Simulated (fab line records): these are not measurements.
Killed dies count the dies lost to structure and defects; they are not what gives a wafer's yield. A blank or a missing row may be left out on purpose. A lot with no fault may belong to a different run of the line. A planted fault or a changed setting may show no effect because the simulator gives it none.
Chamber matching    flow n5_finfet    N5_BEOL_M8_STRIP_67 on rie_diel-01 has 4 sister chambers
The step strips in CF4. 4 wafers are shown with their chamber, then 8 later ones without.

WAFERS, EACH WITH ITS CHAMBER
wafer   chamber  showerhead_plenum_p_Torr (Torr)
L085.6  2        1.77
L087.4  0        1.82
L087.5  1        1.74
L088.1  3        1.88

WAFERS WHOSE CHAMBER IS MISSING
wafer   showerhead_plenum_p_Torr (Torr)
L088.2  1.74
L088.3  1.82
L088.4  1.77
L088.5  1.88
L088.6  1.82
L094.1  1.88
L094.4  1.77
L094.5  1.87

WHICH CHAMBER EACH ONE RAN IN
wafer   from the rows above  in truth
L088.2  1                    1
L088.3  0                    0
L088.4  2                    2
L088.5  3                    3
L088.6  0                    0
L094.1  3                    3
L094.4  2                    2
L094.5  3                    3
Correctly placed: 8 of 8. Left unplaced by these rows: 0. Number placed wrongly: 0.
How it was worked out, from the rows above alone: a wafer's distance from a chamber is the root of the sum, over the readings, of the square of ((its reading less the chamber's mean) divided by the reading's scatter). The wafer belongs to the nearest chamber; if the next one is less than 2 further off, it can't be placed. For every chamber, the mean is computed from those of its wafers that are shown. The scatter: with one shown wafer a chamber, the root of the mean of the squares of how far each hidden wafer lies from its nearest shown one.
